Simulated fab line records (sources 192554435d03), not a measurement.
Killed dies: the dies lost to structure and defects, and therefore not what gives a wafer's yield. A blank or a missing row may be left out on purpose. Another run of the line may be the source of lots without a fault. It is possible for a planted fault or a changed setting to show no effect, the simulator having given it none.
Matching of chambers | flow n5-finfet | N5_BEOL_M11_CURE_72 on uv-cure-02 has 3 sister chambers
The step cures SiCOH lowk, time 120 s. 6 wafers are shown with their chamber, then 11 later ones without.

== WAFERS WITH THEIR CHAMBER ==
wafer  | chamber | wafer_temp_C_max | lamp-power-pct (%)
L079.4 | 0       | 372.1            | 52.31
L079.5 | 0       | 372.5            | 52.29
L088.6 | 1       | 371.3            | 52.36
L090.5 | 2       | 371.5            | 52.36
L090.6 | 2       | 371.6            | 52.34
L093.2 | 1       | 371.4            | 52.28

== WAFERS WHOSE CHAMBER IS MISSING ==
wafer  | wafer_temp_C_max | lamp-power-pct (%)
L093.3 | 371.1            | 52.31
L093.4 | 371.2            | 52.30
L095.2 | 370.9            | 52.25
L095.5 | 371.8            | 52.35
L095.6 | 370.7            | 52.31
L096.2 | 371.8            | 52.32
L096.3 | 372.0            | 52.32
L096.5 | 371.4            | 52.28
L097.2 | 372.0            | 52.32
L097.3 | 371.9            | 52.37
L097.5 | 371.3            | 52.27

== WHICH CHAMBER EACH WENT THROUGH ==
wafer  | from the rows above          | in truth
L093.3 | can't be placed: 1 or 2      | 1
L093.4 | can't be placed: 1 or 2      | 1
L095.2 | can't be placed: 1 or 2      | 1
L095.5 | can't be placed: 2 or 1 or 0 | 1
L095.6 | can't be placed: 1 or 2      | 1
L096.2 | can't be placed: 2 or 1 or 0 | 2
L096.3 | can't be placed: 0 or 2 or 1 | 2
L096.5 | can't be placed: 1 or 2      | 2
L097.2 | can't be placed: 0 or 2 or 1 | 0
L097.3 | can't be placed: 2 or 0 or 1 | 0
L097.5 | can't be placed: 1 or 2      | 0
Placed correctly: 0 of 11. Can't be placed from these rows: 11 (the true chamber is among the candidates in 10). Placed wrongly: 0.
How it was worked out, from the rows above alone: a wafer's distance from a chamber is the root of the sum, over the readings, of the square of ((its reading less the chamber's mean) divided by the reading's scatter). The wafer belongs to the nearest chamber; if the next one is less than 2 further off, it can't be placed. For every chamber, the mean is computed from those of its wafers that are shown. How the scatter is found: for the shown wafers, subtract from each reading the mean of its chamber, square and add these, divide the total by (wafers less chambers), then take the root.
